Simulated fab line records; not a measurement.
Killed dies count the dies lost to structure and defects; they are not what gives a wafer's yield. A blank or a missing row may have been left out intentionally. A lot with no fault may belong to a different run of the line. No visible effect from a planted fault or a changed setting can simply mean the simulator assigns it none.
Split-lot experiment || flow n5-finfet || 7 lots, 21 wafers read, on a route of 1938 steps

== THE SPLIT ITSELF ==
At N5_BEOL_M13_COAT_65 (time 60 s, resist thk 350 nm), the setting spin-rpm was moved away from the recipe's 1500 rpm on 8 of the 21 wafers read, by -6.5% to +10.5%. This setting was run at the recipe's value on the other wafers.

The reading is taken at the split's own step.

== THE READING ==
SOC_of_BEOL_M13_COAT_65.thk-nm (the simulator's own value, which no gauge read), in nm, at N5_BEOL_M13_COAT_65 (time 60 s, resist thk 350 nm). There is no usual value for it anywhere in the file. Here, 13 wafers ran the recipe; their average is 350.3 nm with a standard deviation of 0.92 nm.

{"wafer": "L076.1", "tool, chamber at the split": "litho-track-03, 0", "spin-rpm as run, rpm": 1555, "against the recipe": "+3.7%", "SOC_of_BEOL_M13_COAT_65.thk-nm, nm": 344.2, "against lot-mates on the recipe": -6.1}
{"wafer": "L076.5", "tool, chamber at the split": "litho-track-03, 0", "spin-rpm as run, rpm": 1500, "against the recipe": "recipe", "SOC_of_BEOL_M13_COAT_65.thk-nm, nm": 350.6, "against lot-mates on the recipe": "-"}
{"wafer": "L076.6", "tool, chamber at the split": "litho-track-03, 0", "spin-rpm as run, rpm": 1500, "against the recipe": "recipe", "SOC_of_BEOL_M13_COAT_65.thk-nm, nm": 350, "against lot-mates on the recipe": "-"}
{"wafer": "L078.2", "tool, chamber at the split": "litho-track-05, 0", "spin-rpm as run, rpm": 1500, "against the recipe": "recipe", "SOC_of_BEOL_M13_COAT_65.thk-nm, nm": 349.4, "against lot-mates on the recipe": "-"}
{"wafer": "L078.3", "tool, chamber at the split": "litho-track-05, 0", "spin-rpm as run, rpm": 1500, "against the recipe": "recipe", "SOC_of_BEOL_M13_COAT_65.thk-nm, nm": 349.8, "against lot-mates on the recipe": "-"}
{"wafer": "L078.5", "tool, chamber at the split": "litho-track-05, 0", "spin-rpm as run, rpm": 1403, "against the recipe": "-6.5%", "SOC_of_BEOL_M13_COAT_65.thk-nm, nm": 362.4, "against lot-mates on the recipe": "+12.8"}
{"wafer": "L088.1", "tool, chamber at the split": "litho-track-05, 0", "spin-rpm as run, rpm": 1500, "against the recipe": "recipe", "SOC_of_BEOL_M13_COAT_65.thk-nm, nm": 350.8, "against lot-mates on the recipe": "-"}
{"wafer": "L088.3", "tool, chamber at the split": "litho-track-05, 0", "spin-rpm as run, rpm": 1633, "against the recipe": "+8.9%", "SOC_of_BEOL_M13_COAT_65.thk-nm, nm": 337.2, "against lot-mates on the recipe": -13.6}
{"wafer": "L088.6", "tool, chamber at the split": "litho-track-05, 0", "spin-rpm as run, rpm": 1633, "against the recipe": "+8.9%", "SOC_of_BEOL_M13_COAT_65.thk-nm, nm": 335.4, "against lot-mates on the recipe": -15.4}
{"wafer": "L087.1", "tool, chamber at the split": "litho-track-04, 0", "spin-rpm as run, rpm": 1432, "against the recipe": "-4.5%", "SOC_of_BEOL_M13_COAT_65.thk-nm, nm": 357.6, "against lot-mates on the recipe": "+8.0"}
{"wafer": "L087.5", "tool, chamber at the split": "litho-track-04, 0", "spin-rpm as run, rpm": 1432, "against the recipe": "-4.5%", "SOC_of_BEOL_M13_COAT_65.thk-nm, nm": 358.4, "against lot-mates on the recipe": "+8.8"}
{"wafer": "L087.6", "tool, chamber at the split": "litho-track-04, 0", "spin-rpm as run, rpm": 1500, "against the recipe": "recipe", "SOC_of_BEOL_M13_COAT_65.thk-nm, nm": 349.6, "against lot-mates on the recipe": "-"}
{"wafer": "L089.4", "tool, chamber at the split": "litho-track-05, 0", "spin-rpm as run, rpm": 1500, "against the recipe": "recipe", "SOC_of_BEOL_M13_COAT_65.thk-nm, nm": 349, "against lot-mates on the recipe": "-"}
{"wafer": "L089.5", "tool, chamber at the split": "litho-track-05, 0", "spin-rpm as run, rpm": 1500, "against the recipe": "recipe", "SOC_of_BEOL_M13_COAT_65.thk-nm, nm": 349.6, "against lot-mates on the recipe": "-"}
{"wafer": "L089.6", "tool, chamber at the split": "litho-track-05, 0", "spin-rpm as run, rpm": 1658, "against the recipe": "+10.5%", "SOC_of_BEOL_M13_COAT_65.thk-nm, nm": 333, "against lot-mates on the recipe": -16.3}
{"wafer": "L091.1", "tool, chamber at the split": "litho-track-04, 0", "spin-rpm as run, rpm": 1655, "against the recipe": "+10.3%", "SOC_of_BEOL_M13_COAT_65.thk-nm, nm": 333.8, "against lot-mates on the recipe": -16.5}
{"wafer": "L091.4", "tool, chamber at the split": "litho-track-04, 0", "spin-rpm as run, rpm": 1500, "against the recipe": "recipe", "SOC_of_BEOL_M13_COAT_65.thk-nm, nm": 349.6, "against lot-mates on the recipe": "-"}
{"wafer": "L091.6", "tool, chamber at the split": "litho-track-04, 0", "spin-rpm as run, rpm": 1500, "against the recipe": "recipe", "SOC_of_BEOL_M13_COAT_65.thk-nm, nm": 351, "against lot-mates on the recipe": "-"}
{"wafer": "L094.2", "tool, chamber at the split": "litho-track-05, 0", "spin-rpm as run, rpm": 1500, "against the recipe": "recipe", "SOC_of_BEOL_M13_COAT_65.thk-nm, nm": 351.8, "against lot-mates on the recipe": "-"}
{"wafer": "L094.5", "tool, chamber at the split": "litho-track-05, 0", "spin-rpm as run, rpm": 1500, "against the recipe": "recipe", "SOC_of_BEOL_M13_COAT_65.thk-nm, nm": 351.2, "against lot-mates on the recipe": "-"}
{"wafer": "L094.6", "tool, chamber at the split": "litho-track-05, 0", "spin-rpm as run, rpm": 1500, "against the recipe": "recipe", "SOC_of_BEOL_M13_COAT_65.thk-nm, nm": 352, "against lot-mates on the recipe": "-"}

THE FIT
A straight line over all 21 wafers: SOC_of_BEOL_M13_COAT_65.thk-nm changes by -1.65 nm for each +1% of spin-rpm; r = -0.99; the points scatter about the line by 0.9 nm.
The same after taking each lot's own level away (the mean of its wafers on the recipe; 21 wafers): -1.67 nm for each +1%; r = -1.00; scatter 0.71 nm.
Per that fit: largest spin-rpm move, reading shift of 18 nm.
From 349.30 to 351.67 nm: that is the span of the lots' own levels, equal to 2.6 times the standard deviation above.
Hence the lot-to-lot level has little effect on the slope; both slopes agree.
Check: -17.7 nm against its lot-mates is what the line predicts for one of the wafers moved furthest among these (+10.5%) when that wafer is left out of the fit. It came out at -16.3 nm against them.

== THESE WAFERS: OTHER SPLITS ==
These wafers also went through other splits before the reading. Each is held against what the fit with the lots' levels taken away leaves over:
{"other split on the same wafers": "N5_BEOL_M9_TRENCH_ETCH_37 bias-w", "wafers away from the commonest value": 3, "r with SOC_of_BEOL_M13_COAT_65.thk-nm (lot level and that fit taken away)": -0.05}
{"other split on the same wafers": "N5_BEOL_M10_VIA_ETCH_34 time-s", "wafers away from the commonest value": 7, "r with SOC_of_BEOL_M13_COAT_65.thk-nm (lot level and that fit taken away)": "+0.07"}
{"other split on the same wafers": "N5_BEOL_M10_TRENCH_ETCH_37 time-s", "wafers away from the commonest value": 4, "r with SOC_of_BEOL_M13_COAT_65.thk-nm (lot level and that fit taken away)": "+0.14"}
{"other split on the same wafers": "N5_BEOL_M11_ETCH_41 time-s", "wafers away from the commonest value": 6, "r with SOC_of_BEOL_M13_COAT_65.thk-nm (lot level and that fit taken away)": "+0.33"}
{"other split on the same wafers": "N5_BEOL_M12_EXPOSE_07 dose-mj", "wafers away from the commonest value": 6, "r with SOC_of_BEOL_M13_COAT_65.thk-nm (lot level and that fit taken away)": "+0.14"}

== FILE'S OWN FIT ==
SOC_of_BEOL_M13_COAT_65.thk-nm changes by -1.65 nm for each +1% of spin-rpm, r = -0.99.
